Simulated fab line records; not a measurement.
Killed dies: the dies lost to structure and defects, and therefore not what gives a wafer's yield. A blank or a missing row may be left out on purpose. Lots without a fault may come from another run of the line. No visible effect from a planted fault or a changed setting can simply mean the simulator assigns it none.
Split-lot study || flow n5_finfet || on a route of 1938 steps: 7 lots, 21 wafers read

ON THE SPLIT
At N5_FIN_CUT_COAT_19 (time 60 s, resist thk 20 nm), the setting spin_rpm was moved away from the recipe's 1500 rpm on 7 of the 21 wafers read, by -10.9% to +3.9%. All remaining wafers had this setting at the recipe value.

FROM THE SPLIT TO THE READING: what the file shows between them, 4 steps
- N5_FIN_CUT_COAT_29: time 60 s, resist thk 10 nm
- N5_FIN_CUT_COAT_02: resist thk 30 nm
- N5_FIN_CUT_DESCUM_13: chemistry O2, time 7 s
- N5_FIN_CUT_ETCH_30: etches underlayer in N2/H2, target depth 13 nm, time 10.4 s

THE READING
etch.depth_nm (the simulator's own value, which no gauge read), in nm, at N5_FIN_CUT_ETCH_20 (etches SiARC in CF4, target depth 26 nm, time 43.3 s). There is no usual value for it anywhere in the file. The 14 wafers here that ran the recipe average 19.98 nm, standard deviation 0.06 nm.

{"wafer": "L074.2", "tool, chamber at the split": "litho_track-04, 0", "spin_rpm as run, rpm": 1372, "against the recipe": "-8.5%", "etch.depth_nm, nm": 20.9, "against lot-mates on the recipe": "+0.92"}
{"wafer": "L074.4", "tool, chamber at the split": "litho_track-04, 0", "spin_rpm as run, rpm": 1500, "against the recipe": "recipe", "etch.depth_nm, nm": 19.97, "against lot-mates on the recipe": "-"}
{"wafer": "L074.5", "tool, chamber at the split": "litho_track-04, 0", "spin_rpm as run, rpm": 1500, "against the recipe": "recipe", "etch.depth_nm, nm": 19.99, "against lot-mates on the recipe": "-"}
{"wafer": "L079.1", "tool, chamber at the split": "litho_track-04, 0", "spin_rpm as run, rpm": 1500, "against the recipe": "recipe", "etch.depth_nm, nm": 19.91, "against lot-mates on the recipe": "-"}
{"wafer": "L079.2", "tool, chamber at the split": "litho_track-04, 0", "spin_rpm as run, rpm": 1500, "against the recipe": "recipe", "etch.depth_nm, nm": 19.98, "against lot-mates on the recipe": "-"}
{"wafer": "L079.6", "tool, chamber at the split": "litho_track-04, 0", "spin_rpm as run, rpm": 1500, "against the recipe": "recipe", "etch.depth_nm, nm": 20, "against lot-mates on the recipe": "-"}
{"wafer": "L086.2", "tool, chamber at the split": "litho_track-03, 0", "spin_rpm as run, rpm": 1548, "against the recipe": "+3.2%", "etch.depth_nm, nm": 19.68, "against lot-mates on the recipe": -0.33}
{"wafer": "L086.5", "tool, chamber at the split": "litho_track-03, 0", "spin_rpm as run, rpm": 1500, "against the recipe": "recipe", "etch.depth_nm, nm": 20.01, "against lot-mates on the recipe": "-"}
{"wafer": "L086.6", "tool, chamber at the split": "litho_track-03, 0", "spin_rpm as run, rpm": 1548, "against the recipe": "+3.2%", "etch.depth_nm, nm": 19.72, "against lot-mates on the recipe": -0.29}
{"wafer": "L087.1", "tool, chamber at the split": "litho_track-04, 0", "spin_rpm as run, rpm": 1500, "against the recipe": "recipe", "etch.depth_nm, nm": 19.99, "against lot-mates on the recipe": "-"}
{"wafer": "L087.3", "tool, chamber at the split": "litho_track-04, 0", "spin_rpm as run, rpm": 1558, "against the recipe": "+3.9%", "etch.depth_nm, nm": 19.6, "against lot-mates on the recipe": -0.39}
{"wafer": "L087.4", "tool, chamber at the split": "litho_track-04, 0", "spin_rpm as run, rpm": 1558, "against the recipe": "+3.9%", "etch.depth_nm, nm": 19.6, "against lot-mates on the recipe": -0.39}
{"wafer": "L088.2", "tool, chamber at the split": "litho_track-03, 0", "spin_rpm as run, rpm": 1500, "against the recipe": "recipe", "etch.depth_nm, nm": 19.91, "against lot-mates on the recipe": "-"}
{"wafer": "L088.4", "tool, chamber at the split": "litho_track-03, 0", "spin_rpm as run, rpm": 1500, "against the recipe": "recipe", "etch.depth_nm, nm": 19.88, "against lot-mates on the recipe": "-"}
{"wafer": "L088.6", "tool, chamber at the split": "litho_track-03, 0", "spin_rpm as run, rpm": 1500, "against the recipe": "recipe", "etch.depth_nm, nm": 19.92, "against lot-mates on the recipe": "-"}
{"wafer": "L089.1", "tool, chamber at the split": "litho_track-02, 0", "spin_rpm as run, rpm": 1500, "against the recipe": "recipe", "etch.depth_nm, nm": 19.99, "against lot-mates on the recipe": "-"}
{"wafer": "L089.3", "tool, chamber at the split": "litho_track-02, 0", "spin_rpm as run, rpm": 1336, "against the recipe": "-10.9%", "etch.depth_nm, nm": 21.17, "against lot-mates on the recipe": "+1.18"}
{"wafer": "L089.5", "tool, chamber at the split": "litho_track-02, 0", "spin_rpm as run, rpm": 1336, "against the recipe": "-10.9%", "etch.depth_nm, nm": 21.15, "against lot-mates on the recipe": "+1.16"}
{"wafer": "L090.3", "tool, chamber at the split": "litho_track-04, 0", "spin_rpm as run, rpm": 1500, "against the recipe": "recipe", "etch.depth_nm, nm": 20.05, "against lot-mates on the recipe": "-"}
{"wafer": "L090.5", "tool, chamber at the split": "litho_track-04, 0", "spin_rpm as run, rpm": 1500, "against the recipe": "recipe", "etch.depth_nm, nm": 20.1, "against lot-mates on the recipe": "-"}
{"wafer": "L090.6", "tool, chamber at the split": "litho_track-04, 0", "spin_rpm as run, rpm": 1500, "against the recipe": "recipe", "etch.depth_nm, nm": 20.06, "against lot-mates on the recipe": "-"}

THE FIT
A straight line over all 21 wafers: etch.depth_nm changes by -0.105 nm for each +1% of spin_rpm; r = -0.99; the points scatter about the line by 0.055 nm.
The same after taking each lot's own level away (the mean of its wafers on the recipe; 21 wafers): -0.106 nm for each +1%; r = -1.00; scatter 0.023 nm.
On that fit, the largest move of spin_rpm shifts the reading by 1.2 nm.
The span of the lots' own levels, 19.903 to 20.070 nm, comes to 2.8 times the standard deviation stated above.
The two slopes are in agreement: the lot-to-lot level therefore moves the slope only a little.
Check: for one of the wafers moved furthest among these (-10.9%), held out of the fit, the line's prediction against its lot-mates is +1.15 nm. Against them it came out at +1.18 nm.

FURTHER SPLITS ON THESE WAFERS
Other splits were also applied to these wafers ahead of the reading. Each is held against what the fit with the lots' levels taken away leaves over:
{"other split on the same wafers": "N5_ZERO_LAYER_ETCH_18 icp_w", "wafers away from the commonest value": 9, "r with etch.depth_nm (lot level and that fit taken away)": -0.09}
{"other split on the same wafers": "N5_PMOS_HMC_CHANNEL_EPI_PEB_07 peb_temp_c", "wafers away from the commonest value": 5, "r with etch.depth_nm (lot level and that fit taken away)": -0.46}
{"other split on the same wafers": "N5_PMOS_HMC_CHANNEL_EPI_DEVELOP_08 develop_time_s", "wafers away from the commonest value": 5, "r with etch.depth_nm (lot level and that fit taken away)": -0.18}

THE WHOLE CHAIN: every reading that the file lists as answering this split, in the file's order
{"step": "N5_FIN_CUT_COAT_19", "what it does": "time 60 s, resist thk 20 nm", "reading": "SiARC_of_FIN_CUT_COAT_19.thk_nm (the simulator's own value, which no gauge read)", "change (the file's fit)": "-0.111 nm for each +1% of the setting", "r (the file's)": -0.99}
{"step": "N5_FIN_CUT_ETCH_20", "what it does": "etches SiARC in CF4, target depth 26 nm, time 43.3 s", "reading": "etch.depth_nm (the simulator's own value, which no gauge read)", "change (the file's fit)": "-0.106 nm for each +1% of the setting", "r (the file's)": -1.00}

THE FILE'S OWN FIT
etch.depth_nm changes by -0.106 nm for each +1% of spin_rpm, r = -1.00.
